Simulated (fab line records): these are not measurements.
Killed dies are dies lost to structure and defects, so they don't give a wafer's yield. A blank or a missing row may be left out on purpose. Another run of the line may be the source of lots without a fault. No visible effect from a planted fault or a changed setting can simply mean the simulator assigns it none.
fab line records :: flow n5_finfet
record
  lots=6
  wafers=17
  last_day=17
route steps=1938 shown BEOL_M11@1540
lots untouched by any fault: they come from a run of this same line in which no faults occurred
start_h: hours from the record's first day to the start of the lot's first wafer shown :: wait_h: how many hours have passed since the lot's step before this one :: " repeats the value in the row above :: L1.1+2: a single row standing in for several wafers :: - either no value or no given start :: * or withheld: withheld :: < > ~ a bound
route shown NAME@n: NAME is a module with steps in the file, n the number in the route of the first one :: usual: mean and standard deviation over wafers with no fault :: same: alike in all rows :: chamber/n: place in a boat :: sites: the reading at each site :: _std_site: their standard deviation :: _edge_site: inner sites' mean taken away from outer sites' mean :: radius_mm: for every site, how far away it sits from the centre of the wafer :: mask NAME#n: copy n :: behind: the last tool/chamber to shape the wafer :: hold: reason for holding the lot/hours on hold/outcome of the hold :: device: the n, p or np transistor that did not switch :: end of line: the tests these same wafers got at the end of their route :: step lacking rows: just its recipe :: killed: dies lost to structure and defects at the first sort, not the wafer's yield :: map: per-die view of a wafer (x killed, . not killed, _ where there is no die)
set.NAME: the setting as run; set.NAME@STEP: as run at that earlier step :: model.NAME: the simulator's own value behind a step, which no gauge read
lots seen at some steps along the route; tables by step, rows by wafer
services: a tool's chamber out of use, with start hour (start_h, from the record's first day; less than 0 if before it), hours out, and reason
## steps
# step N5_BEOL_M11_HM_DEP_02
# recipe
  material=TiN
  target_thk_a=200
  temp_c=25
  chamber_pressure_pa=0.49996
# usual
  substrate_temp_c=25.00/0.1
  throttle_valve_pct=29.5/1.1
lot.wafer: L717.3
tool: pvd_sputter-01
chamber: -
start_h: 241.75
wait_h: 0.5
substrate_temp_c: 24.98
throttle_valve_pct: 27.4

lot.wafer: L717.5
tool: pvd_sputter-01
chamber: -
start_h: 241.75
wait_h: 0.5
substrate_temp_c: 25.11
throttle_valve_pct: 29.2

lot.wafer: L717.6
tool: pvd_sputter-01
chamber: -
start_h: 241.75
wait_h: 0.5
substrate_temp_c: 25.04
throttle_valve_pct: 27.9

lot.wafer: L718.1
tool: pvd_sputter-03
chamber: -
start_h: 251.42
wait_h: 0.4
substrate_temp_c: 24.86
throttle_valve_pct: 29.6

lot.wafer: L718.4
tool: pvd_sputter-03
chamber: -
start_h: 251.42
wait_h: 0.4
substrate_temp_c: 25.05
throttle_valve_pct: 31.3

lot.wafer: L718.6
tool: pvd_sputter-03
chamber: -
start_h: 251.42
wait_h: 0.4
substrate_temp_c: 24.95
throttle_valve_pct: 29.3

lot.wafer: L722.2
tool: pvd_sputter-02
chamber: -
start_h: 273.05
wait_h: 0.8
substrate_temp_c: 25.12
throttle_valve_pct: 29.8

lot.wafer: L722.3
tool: pvd_sputter-02
chamber: -
start_h: 273.05
wait_h: 0.8
substrate_temp_c: 25.01
throttle_valve_pct: 28.8

lot.wafer: L722.4
tool: pvd_sputter-02
chamber: -
start_h: 273.05
wait_h: 0.8
substrate_temp_c: 25.06
throttle_valve_pct: 30.1

lot.wafer: L728.5
tool: pvd_sputter-03
chamber: -
start_h: 312.84
wait_h: 1.7
substrate_temp_c: 25.03
throttle_valve_pct: 31.0

lot.wafer: L728.6
tool: pvd_sputter-03
chamber: -
start_h: 312.84
wait_h: 1.7
substrate_temp_c: 25.01
throttle_valve_pct: 29.5

lot.wafer: L729.2
tool: pvd_sputter-02
chamber: -
start_h: 317.21
wait_h: 0.9
substrate_temp_c: 25.05
throttle_valve_pct: 29.4

lot.wafer: L729.4
tool: pvd_sputter-02
chamber: -
start_h: 317.21
wait_h: 0.9
substrate_temp_c: 24.94
throttle_valve_pct: 28.3

lot.wafer: L729.5
tool: pvd_sputter-02
chamber: -
start_h: 317.21
wait_h: 0.9
substrate_temp_c: 24.99
throttle_valve_pct: 28.7

lot.wafer: L736.2
tool: pvd_sputter-02
chamber: -
start_h: 371.02
wait_h: 1.1
substrate_temp_c: 25.04
throttle_valve_pct: 29.8

lot.wafer: L736.4
tool: pvd_sputter-02
chamber: -
start_h: 371.02
wait_h: 1.1
substrate_temp_c: 24.84
throttle_valve_pct: 28.8

lot.wafer: L736.6
tool: pvd_sputter-02
chamber: -
start_h: 371.02
wait_h: 1.1
substrate_temp_c: 25.10
throttle_valve_pct: 29.9
# step N5_BEOL_M11_COAT_59
# recipe
  resist=SOC
  temp_c=250
  time_s=60
  spin_rpm=1500
  resist_thk_nm=100
# step N5_BEOL_M11_COAT_60
# recipe
  resist=SiARC
  temp_c=220
  time_s=60
  spin_rpm=1500
  resist_thk_nm=30
# step N5_BEOL_M11_COAT_05
# recipe
  resist=CAR-ArF
  spin_rpm=1500
  resist_thk_nm=90
# step N5_BEOL_M11_EBR_07
# recipe
  solvent=PGMEA
  ebr_width_mm=1.5
# step N5_BEOL_M11_SOFTBAKE_06
# recipe
  temp_c=110
  time_s=60
  resist=CAR-ArF
# step N5_BEOL_M11_EXPOSE_08
# recipe
  mask_id=M11
  na=1.35
  source_shape=dipole
  sigma_inner=0.411
  sigma_outer=0.611
  polarization=te
  dose_mj=53.75
# step N5_BEOL_M11_PEB_09
# recipe
  peb_temp_c=withheld
  peb_time_s=60
  resist=CAR-ArF
# step N5_BEOL_M11_DEVELOP_10
# recipe
  develop_time_s=30
  developer=TMAH
  resist=CAR-ArF
  rinse_liquid=diw
  dry=air_spin
  dev_temp_c=23
# step N5_BEOL_M11_CD_MEAS_11
# recipe
  target_cd_nm=64.1
  landing_energy_ev=500
  detector=se_inlens
  polarity=opening
# usual
  cd_nm=64.1/0.51
lot.wafer: L717.3
tool: cd_sem-02
chamber: 0
start_h: 242.25
wait_h: -
cd_nm: 63.6

lot.wafer: L717.5
tool: cd_sem-02
chamber: 0
start_h: 242.25
wait_h: -
cd_nm: 63.5

lot.wafer: L717.6
tool: cd_sem-02
chamber: 0
start_h: 242.25
wait_h: -
cd_nm: 63.8

lot.wafer: L718.1
tool: cd_sem-01
chamber: 0
start_h: 251.92
wait_h: -
cd_nm: 64.5

lot.wafer: L718.4
tool: cd_sem-01
chamber: 0
start_h: 251.92
wait_h: -
cd_nm: 64.3

lot.wafer: L718.6
tool: cd_sem-01
chamber: 0
start_h: 251.92
wait_h: -
cd_nm: 63.9

lot.wafer: L722.2
tool: cd_sem-02
chamber: 0
start_h: 273.55
wait_h: -
cd_nm: 63.9

lot.wafer: L722.3
tool: cd_sem-02
chamber: 0
start_h: 273.55
wait_h: -
cd_nm: 64.3

lot.wafer: L722.4
tool: cd_sem-02
chamber: 0
start_h: 273.55
wait_h: -
cd_nm: 64.1

lot.wafer: L728.5
tool: cd_sem-03
chamber: 0
start_h: 313.29
wait_h: -
cd_nm: 64.2

lot.wafer: L728.6
tool: cd_sem-03
chamber: 0
start_h: 313.29
wait_h: -
cd_nm: 63.5

lot.wafer: L729.2
tool: cd_sem-01
chamber: 0
start_h: 317.71
wait_h: -
cd_nm: 63.9

lot.wafer: L729.4
tool: cd_sem-01
chamber: 0
start_h: 317.71
wait_h: -
cd_nm: 64.0

lot.wafer: L729.5
tool: cd_sem-01
chamber: 0
start_h: 317.71
wait_h: -
cd_nm: 63.0

lot.wafer: L736.2
tool: cd_sem-02
chamber: 0
start_h: 371.52
wait_h: -
cd_nm: 64.2

lot.wafer: L736.4
tool: cd_sem-02
chamber: 0
start_h: 371.52
wait_h: -
cd_nm: 63.8

lot.wafer: L736.6
tool: cd_sem-02
chamber: 0
start_h: 371.52
wait_h: -
cd_nm: 64.1
# step N5_BEOL_M11_OVL_MEAS_12
# recipe
  points_per_wafer=44
# usual
  M11_OVL=0.5/0.79
lot.wafer: L717.3
tool: overlay-01
chamber: 0
start_h: 242.28
wait_h: 0.0
M11_OVL[nm]: -0.5

lot.wafer: L717.5
tool: overlay-01
chamber: 0
start_h: 242.28
wait_h: 0.0
M11_OVL[nm]: 0.1

lot.wafer: L717.6
tool: overlay-01
chamber: 0
start_h: 242.28
wait_h: 0.0
M11_OVL[nm]: 0.5

lot.wafer: L718.1
tool: overlay-01
chamber: 0
start_h: 251.95
wait_h: 0.0
M11_OVL[nm]: 0.4

lot.wafer: L718.4
tool: overlay-01
chamber: 0
start_h: 251.95
wait_h: 0.0
M11_OVL[nm]: 1.4

lot.wafer: L718.6
tool: overlay-01
chamber: 0
start_h: 251.95
wait_h: 0.0
M11_OVL[nm]: 1.2

lot.wafer: L722.2
tool: overlay-02
chamber: 0
start_h: 273.58
wait_h: 0.0
M11_OVL[nm]: -0.6

lot.wafer: L722.3
tool: overlay-02
chamber: 0
start_h: 273.58
wait_h: 0.0
M11_OVL[nm]: -0.2

lot.wafer: L722.4
tool: overlay-02
chamber: 0
start_h: 273.58
wait_h: 0.0
M11_OVL[nm]: 0.5

lot.wafer: L728.5
tool: overlay-01
chamber: 0
start_h: 313.32
wait_h: 0.0
M11_OVL[nm]: 1.1

lot.wafer: L728.6
tool: overlay-01
chamber: 0
start_h: 313.32
wait_h: 0.0
M11_OVL[nm]: 1.6

lot.wafer: L729.2
tool: overlay-01
chamber: 0
start_h: 317.74
wait_h: 0.0
M11_OVL[nm]: 0.5

lot.wafer: L729.4
tool: overlay-01
chamber: 0
start_h: 317.74
wait_h: 0.0
M11_OVL[nm]: 0.6

lot.wafer: L729.5
tool: overlay-01
chamber: 0
start_h: 317.74
wait_h: 0.0
M11_OVL[nm]: 1.3

lot.wafer: L736.2
tool: overlay-02
chamber: 0
start_h: 371.55
wait_h: 0.0
M11_OVL[nm]: 0.2

lot.wafer: L736.4
tool: overlay-02
chamber: 0
start_h: 371.55
wait_h: 0.0
M11_OVL[nm]: 0.6

lot.wafer: L736.6
tool: overlay-02
chamber: 0
start_h: 371.55
wait_h: 0.0
M11_OVL[nm]: 0.5
# step N5_BEOL_M11_INSPECT_13
# recipe
  mode=adi
  inspect_instrument=brightfield
# usual
  raw_defect_count=399/92
lot.wafer: L717.3
tool: defect_inspect-01
chamber: -
start_h: 242.30
wait_h: 0.0
raw_defect_count: 522

lot.wafer: L717.5
tool: defect_inspect-01
chamber: -
start_h: 242.30
wait_h: 0.0
raw_defect_count: 293

lot.wafer: L717.6
tool: defect_inspect-01
chamber: -
start_h: 242.30
wait_h: 0.0
raw_defect_count: 385

lot.wafer: L718.1
tool: defect_inspect-02
chamber: -
start_h: 251.97
wait_h: 0.0
raw_defect_count: 416

lot.wafer: L718.4
tool: defect_inspect-02
chamber: -
start_h: 251.97
wait_h: 0.0
raw_defect_count: 410

lot.wafer: L718.6
tool: defect_inspect-02
chamber: -
start_h: 251.97
wait_h: 0.0
raw_defect_count: 388

lot.wafer: L722.2
tool: defect_inspect-02
chamber: -
start_h: 273.60
wait_h: 0.0
raw_defect_count: 392

lot.wafer: L722.3
tool: defect_inspect-02
chamber: -
start_h: 273.60
wait_h: 0.0
raw_defect_count: 421

lot.wafer: L722.4
tool: defect_inspect-02
chamber: -
start_h: 273.60
wait_h: 0.0
raw_defect_count: 483

lot.wafer: L728.5
tool: defect_inspect-01
chamber: -
start_h: 313.34
wait_h: 0.0
raw_defect_count: 400

lot.wafer: L728.6
tool: defect_inspect-01
chamber: -
start_h: 313.34
wait_h: 0.0
raw_defect_count: 516

lot.wafer: L729.2
tool: defect_inspect-01
chamber: -
start_h: 317.76
wait_h: 0.0
raw_defect_count: 497

lot.wafer: L729.4
tool: defect_inspect-01
chamber: -
start_h: 317.76
wait_h: 0.0
raw_defect_count: 542

lot.wafer: L729.5
tool: defect_inspect-01
chamber: -
start_h: 317.76
wait_h: 0.0
raw_defect_count: 446

lot.wafer: L736.2
tool: defect_inspect-02
chamber: -
start_h: 371.57
wait_h: 0.0
raw_defect_count: 286

lot.wafer: L736.4
tool: defect_inspect-02
chamber: -
start_h: 371.57
wait_h: 0.0
raw_defect_count: 266

lot.wafer: L736.6
tool: defect_inspect-02
chamber: -
start_h: 371.57
wait_h: 0.0
raw_defect_count: 293
# step N5_BEOL_M11_DESCUM_16
# recipe
  chemistry=O2
  time_s=7.9
  source_power_w=50
  bias_power_w=20
  pressure_mtorr=20
  rf_frequency_hz=2.712e+07
  temp_c=40
  resist=CAR-ArF
  o2_flow_sccm=225
# usual
  drypump_motor_current_A=5.6/0.52
  oes_product_au=0.82/0.11
  rf_vpp_V=243.0/1.5
  showerhead_plenum_p_Torr=2.09/0.08
  throttle_valve_pct=20.3/0.32
lot.wafer: L717.3
tool: rie_diel-05
chamber: 3
start_h: 242.58
wait_h: 0.3
drypump_motor_current_A: 5.0
oes_product_au: 0.94
rf_hours_counter_h: 13
rf_vpp_V: 243.6
showerhead_plenum_p_Torr: 2.03
throttle_valve_pct: 19.6
model.CAR-ArF_of_BEOL_M11_COAT_05.thk_nm: 83.6

lot.wafer: L717.5
tool: rie_diel-05
chamber: 3
start_h: 242.58
wait_h: 0.3
drypump_motor_current_A: 5.0
oes_product_au: 0.94
rf_hours_counter_h: -
rf_vpp_V: 243.7
showerhead_plenum_p_Torr: 2.03
throttle_valve_pct: 19.6
model.CAR-ArF_of_BEOL_M11_COAT_05.thk_nm: 83.8

lot.wafer: L717.6
tool: rie_diel-05
chamber: 2
start_h: 242.58
wait_h: 0.3
drypump_motor_current_A: 5.7
oes_product_au: 0.65
rf_hours_counter_h: -
rf_vpp_V: 243.2
showerhead_plenum_p_Torr: 2.14
throttle_valve_pct: 20.1
model.CAR-ArF_of_BEOL_M11_COAT_05.thk_nm: 83.6

lot.wafer: L718.1
tool: rie_diel-04
chamber: 3
start_h: 252.60
wait_h: 0.6
drypump_motor_current_A: 6.1
oes_product_au: 0.75
rf_hours_counter_h: 148
rf_vpp_V: 241.4
showerhead_plenum_p_Torr: 2.02
throttle_valve_pct: 20.5
model.CAR-ArF_of_BEOL_M11_COAT_05.thk_nm: 83.2

lot.wafer: L718.4
tool: rie_diel-04
chamber: 1
start_h: 252.60
wait_h: 0.6
drypump_motor_current_A: 5.0
oes_product_au: 0.69
rf_hours_counter_h: 187
rf_vpp_V: 242.3
showerhead_plenum_p_Torr: 2.00
throttle_valve_pct: 20.5
model.CAR-ArF_of_BEOL_M11_COAT_05.thk_nm: 83.2

lot.wafer: L718.6
tool: rie_diel-04
chamber: 1
start_h: 252.60
wait_h: 0.6
drypump_motor_current_A: 5.0
oes_product_au: 0.69
rf_hours_counter_h: -
rf_vpp_V: 241.2
showerhead_plenum_p_Torr: 2.00
throttle_valve_pct: 20.5
model.CAR-ArF_of_BEOL_M11_COAT_05.thk_nm: 83.4

lot.wafer: L722.2
tool: rie_diel-03
chamber: 3
start_h: 273.63
wait_h: 0.0
drypump_motor_current_A: 5.4
oes_product_au: 0.89
rf_hours_counter_h: 30
rf_vpp_V: 243.4
showerhead_plenum_p_Torr: 2.05
throttle_valve_pct: 20.5
model.CAR-ArF_of_BEOL_M11_COAT_05.thk_nm: 83.4

lot.wafer: L722.3
tool: rie_diel-03
chamber: 0
start_h: 273.63
wait_h: 0.0
drypump_motor_current_A: 5.6
oes_product_au: 0.92
rf_hours_counter_h: 16
rf_vpp_V: 240.7
showerhead_plenum_p_Torr: 2.06
throttle_valve_pct: 20.4
model.CAR-ArF_of_BEOL_M11_COAT_05.thk_nm: 83.4

lot.wafer: L722.4
tool: rie_diel-03
chamber: 2
start_h: 273.63
wait_h: 0.0
drypump_motor_current_A: 6.6
oes_product_au: 0.74
rf_hours_counter_h: 184
rf_vpp_V: 243.3
showerhead_plenum_p_Torr: 2.18
throttle_valve_pct: 20.5
model.CAR-ArF_of_BEOL_M11_COAT_05.thk_nm: 83.6

lot.wafer: L728.5
tool: rie_diel-05
chamber: 1
start_h: 313.39
wait_h: 0.0
drypump_motor_current_A: 5.8
oes_product_au: 0.93
rf_hours_counter_h: -
rf_vpp_V: 245.0
showerhead_plenum_p_Torr: 2.23
throttle_valve_pct: 20.1
model.CAR-ArF_of_BEOL_M11_COAT_05.thk_nm: 84

lot.wafer: L728.6
tool: rie_diel-05
chamber: 2
start_h: 313.39
wait_h: 0.0
drypump_motor_current_A: 5.7
oes_product_au: 0.95
rf_hours_counter_h: -
rf_vpp_V: 244.5
showerhead_plenum_p_Torr: 2.14
throttle_valve_pct: 19.8
model.CAR-ArF_of_BEOL_M11_COAT_05.thk_nm: 83.6

lot.wafer: L729.2
tool: rie_diel-05
chamber: 0
start_h: 317.80
wait_h: 0.0
drypump_motor_current_A: 5.5
oes_product_au: 0.83
rf_hours_counter_h: 90
rf_vpp_V: 242.5
showerhead_plenum_p_Torr: 2.11
throttle_valve_pct: 19.9
model.CAR-ArF_of_BEOL_M11_COAT_05.thk_nm: 83.4

lot.wafer: L729.4
tool: rie_diel-05
chamber: 3
start_h: 317.80
wait_h: 0.0
drypump_motor_current_A: 5.0
oes_product_au: 0.88
rf_hours_counter_h: 36
rf_vpp_V: 242.2
showerhead_plenum_p_Torr: 2.02
throttle_valve_pct: 19.6
model.CAR-ArF_of_BEOL_M11_COAT_05.thk_nm: 83.2

lot.wafer: L729.5
tool: rie_diel-05
chamber: 1
start_h: 317.80
wait_h: 0.0
drypump_motor_current_A: 5.8
oes_product_au: 0.92
rf_hours_counter_h: -
rf_vpp_V: 246.4
showerhead_plenum_p_Torr: 2.23
throttle_valve_pct: 20.1
model.CAR-ArF_of_BEOL_M11_COAT_05.thk_nm: 84

lot.wafer: L736.2
tool: rie_diel-04
chamber: 0
start_h: 371.61
wait_h: 0.0
drypump_motor_current_A: 5.1
oes_product_au: 0.96
rf_hours_counter_h: 12
rf_vpp_V: 245.3
showerhead_plenum_p_Torr: 2.23
throttle_valve_pct: 20.0
model.CAR-ArF_of_BEOL_M11_COAT_05.thk_nm: 83.2

lot.wafer: L736.4
tool: rie_diel-04
chamber: 2
start_h: 371.61
wait_h: 0.0
drypump_motor_current_A: 6.3
oes_product_au: 0.92
rf_hours_counter_h: -
rf_vpp_V: 241.9
showerhead_plenum_p_Torr: 2.06
throttle_valve_pct: 20.5
model.CAR-ArF_of_BEOL_M11_COAT_05.thk_nm: 83.2

lot.wafer: L736.6
tool: rie_diel-04
chamber: 0
start_h: 371.61
wait_h: 0.0
drypump_motor_current_A: 5.1
oes_product_au: 0.96
rf_hours_counter_h: -
rf_vpp_V: 245.5
showerhead_plenum_p_Torr: 2.23
throttle_valve_pct: 20.0
model.CAR-ArF_of_BEOL_M11_COAT_05.thk_nm: 83.2
# step N5_BEOL_M11_ETCH_61
# recipe
  chemistry=CF4
  target=SiARC
  target_depth_a=390
  mask_material=CAR-ArF
  time_s=65
  ion_energy_ev=80
  pressure_mtorr=40
  source_w=545
  bias_w=36
  Ar_flow_sccm=100
  cf4_flow_sccm=100
  ends=cleared
# usual
  bias_w=36.03/0.11
  drypump_motor_current_A=5.6/0.51
  etch_rf_on_time_s=64.2/1.8
  oes_product_au=0.71/0.089
  rf_vpp_V=184.0/1.3
  showerhead_plenum_p_Torr=2.13/0.076
  throttle_valve_pct=15.46/0.29
lot.wafer: L717.3
tool: rie_diel-05
chamber: 3
start_h: 242.62
wait_h: 0.0
bias_w: 36.01
drypump_motor_current_A: 5.0
etch_rf_on_time_s: 63.2
oes_product_au: 0.82
rf_hours_counter_h: 13
rf_vpp_V: 184.1
showerhead_plenum_p_Torr: 2.09
throttle_valve_pct: 14.91

lot.wafer: L717.5
tool: rie_diel-05
chamber: 3
start_h: 242.62
wait_h: 0.0
bias_w: 36.11
drypump_motor_current_A: 5.0
etch_rf_on_time_s: 62.4
oes_product_au: 0.82
rf_hours_counter_h: -
rf_vpp_V: 183.7
showerhead_plenum_p_Torr: 2.09
throttle_valve_pct: 14.89

lot.wafer: L717.6
tool: rie_diel-05
chamber: 2
start_h: 242.62
wait_h: 0.0
bias_w: 36.06
drypump_motor_current_A: 5.7
etch_rf_on_time_s: 66.1
oes_product_au: 0.55
rf_hours_counter_h: -
rf_vpp_V: 185.0
showerhead_plenum_p_Torr: 2.20
throttle_valve_pct: 15.50

lot.wafer: L718.1
tool: rie_diel-04
chamber: 3
start_h: 252.63
wait_h: 0.0
bias_w: 36.03
drypump_motor_current_A: 6.1
etch_rf_on_time_s: 64.4
oes_product_au: 0.65
rf_hours_counter_h: 148
rf_vpp_V: 181.0
showerhead_plenum_p_Torr: 2.06
throttle_valve_pct: 15.67

lot.wafer: L718.4
tool: rie_diel-04
chamber: 1
start_h: 252.63
wait_h: 0.0
bias_w: 36.05
drypump_motor_current_A: 5.0
etch_rf_on_time_s: 66.9
oes_product_au: 0.59
rf_hours_counter_h: 187
rf_vpp_V: 184.3
showerhead_plenum_p_Torr: 2.05
throttle_valve_pct: 15.63

lot.wafer: L718.6
tool: rie_diel-04
chamber: 1
start_h: 252.63
wait_h: 0.0
bias_w: 36.03
drypump_motor_current_A: 5.0
etch_rf_on_time_s: 66.9
oes_product_au: 0.60
rf_hours_counter_h: -
rf_vpp_V: 182.3
showerhead_plenum_p_Torr: 2.05
throttle_valve_pct: 15.64

lot.wafer: L722.2
tool: rie_diel-03
chamber: 3
start_h: 273.67
wait_h: 0.0
bias_w: 35.95
drypump_motor_current_A: 5.5
etch_rf_on_time_s: 61.6
oes_product_au: 0.78
rf_hours_counter_h: 30
rf_vpp_V: 183.1
showerhead_plenum_p_Torr: 2.10
throttle_valve_pct: 15.51

lot.wafer: L722.3
tool: rie_diel-03
chamber: 0
start_h: 273.67
wait_h: 0.0
bias_w: 36.21
drypump_motor_current_A: 5.6
etch_rf_on_time_s: 62.8
oes_product_au: 0.79
rf_hours_counter_h: 16
rf_vpp_V: 184.7
showerhead_plenum_p_Torr: 2.10
throttle_valve_pct: 15.41

lot.wafer: L722.4
tool: rie_diel-03
chamber: 2
start_h: 273.67
wait_h: 0.0
bias_w: 36.05
drypump_motor_current_A: 6.6
etch_rf_on_time_s: 65.9
oes_product_au: 0.63
rf_hours_counter_h: 184
rf_vpp_V: 184.8
showerhead_plenum_p_Torr: 2.20
throttle_valve_pct: 15.55

lot.wafer: L728.5
tool: rie_diel-05
chamber: 1
start_h: 313.43
wait_h: 0.0
bias_w: 35.79
drypump_motor_current_A: 5.8
etch_rf_on_time_s: 67.4
oes_product_au: 0.77
rf_hours_counter_h: -
rf_vpp_V: 185.7
showerhead_plenum_p_Torr: 2.26
throttle_valve_pct: 15.14

lot.wafer: L728.6
tool: rie_diel-05
chamber: 2
start_h: 313.43
wait_h: 0.0
bias_w: 36.07
drypump_motor_current_A: 5.7
etch_rf_on_time_s: 62.9
oes_product_au: 0.81
rf_hours_counter_h: -
rf_vpp_V: 186.3
showerhead_plenum_p_Torr: 2.19
throttle_valve_pct: 15.06

lot.wafer: L729.2
tool: rie_diel-05
chamber: 0
start_h: 317.83
wait_h: 0.0
bias_w: 36.05
drypump_motor_current_A: 5.6
etch_rf_on_time_s: 65.2
oes_product_au: 0.71
rf_hours_counter_h: 90
rf_vpp_V: 185.2
showerhead_plenum_p_Torr: 2.16
throttle_valve_pct: 15.16

lot.wafer: L729.4
tool: rie_diel-05
chamber: 3
start_h: 317.83
wait_h: 0.0
bias_w: 36.17
drypump_motor_current_A: 5.0
etch_rf_on_time_s: 62.9
oes_product_au: 0.77
rf_hours_counter_h: 36
rf_vpp_V: 182.5
showerhead_plenum_p_Torr: 2.08
throttle_valve_pct: 14.98

lot.wafer: L729.5
tool: rie_diel-05
chamber: 1
start_h: 317.83
wait_h: 0.0
bias_w: 36.10
drypump_motor_current_A: 5.8
etch_rf_on_time_s: 66.9
oes_product_au: 0.77
rf_hours_counter_h: -
rf_vpp_V: 185.8
showerhead_plenum_p_Torr: 2.26
throttle_valve_pct: 15.13

lot.wafer: L736.2
tool: rie_diel-04
chamber: 0
start_h: 371.64
wait_h: 0.0
bias_w: 36.20
drypump_motor_current_A: 5.1
etch_rf_on_time_s: 61.6
oes_product_au: 0.83
rf_hours_counter_h: 12
rf_vpp_V: 185.1
showerhead_plenum_p_Torr: 2.27
throttle_valve_pct: 15.14

lot.wafer: L736.4
tool: rie_diel-04
chamber: 2
start_h: 371.64
wait_h: 0.0
bias_w: 36.16
drypump_motor_current_A: 6.2
etch_rf_on_time_s: 61.5
oes_product_au: 0.81
rf_hours_counter_h: -
rf_vpp_V: 184.2
showerhead_plenum_p_Torr: 2.10
throttle_valve_pct: 15.55

lot.wafer: L736.6
tool: rie_diel-04
chamber: 0
start_h: 371.64
wait_h: 0.0
bias_w: 36.01
drypump_motor_current_A: 5.1
etch_rf_on_time_s: 61.8
oes_product_au: 0.82
rf_hours_counter_h: -
rf_vpp_V: 185.8
showerhead_plenum_p_Torr: 2.27
throttle_valve_pct: 15.15
## services
tool: rie_diel-05
chamber: 2
start_h: 243.42
hours: -
kind: clean

tool: rie_diel-05
chamber: 2
start_h: 243.42
hours: -
kind: consumable_replace:focus_ring

tool: rie_diel-05
chamber: 2
start_h: 243.42
hours: 18.1
kind: scheduled_down

tool: rie_diel-05
chamber: 2
start_h: 243.42
hours: 18.1
kind: vent_cycle

tool: rie_diel-04
chamber: 2
start_h: 287.02
hours: -
kind: clean

tool: rie_diel-04
chamber: 2
start_h: 287.02
hours: -
kind: consumable_replace:focus_ring

tool: rie_diel-04
chamber: 0
start_h: 309.21
hours: -
kind: clean

tool: rie_diel-04
chamber: 0
start_h: 309.21
hours: -
kind: consumable_replace:esc

tool: rie_diel-04
chamber: 0
start_h: 309.21
hours: -
kind: consumable_replace:focus_ring

tool: rie_diel-04
chamber: 0
start_h: 309.21
hours: -
kind: consumable_replace:showerhead

tool: rie_diel-04
chamber: 0
start_h: 309.21
hours: 25.9
kind: scheduled_down

tool: rie_diel-04
chamber: 0
start_h: 309.21
hours: 25.9
kind: vent_cycle

tool: pvd_sputter-03
chamber: -
start_h: 328.74
hours: 2.3
kind: repair

tool: rie_diel-03
chamber: 1
start_h: 342.20
hours: 1.8
kind: repair

tool: rie_diel-04
chamber: 1
start_h: 359.38
hours: 18.2
kind: repair

tool: pvd_sputter-01
chamber: -
start_h: 359.72
hours: 0.6
kind: repair

tool: rie_diel-05
chamber: 3
start_h: 367.83
hours: 2.5
kind: repair

tool: rie_diel-03
chamber: 3
start_h: 370.70
hours: 7.7
kind: repair
## key
first_sign none at tools or gauges
model_effect
  step=N5_BEOL_M11_DESCUM_16
  value=CAR-ArF_of_BEOL_M11_COAT_05.thk_nm
  without=83.4
  struck=84
met_at N5_BEOL_M11_DESCUM_16
struck_wafers L728.5,L729.5
baseline_loss
  step=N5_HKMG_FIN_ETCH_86
  wafers=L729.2
onset_between 242.58 313.39
fault
  kind=process_parameter_drift
  tool=rie_diel-05
  chamber=-
  onset_h=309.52
  steps=N5_BEOL_M11_DESCUM_16
  channel=time_s
  offset=*
  shape=step
  end_h=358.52
  scope=struck_wafers_only
  acts_in=*
  stated=*
# baseline_loss: these wafers lose ten dies or more at that step, a loss of the line's own and not of a fault; the sort's usual values leave them out
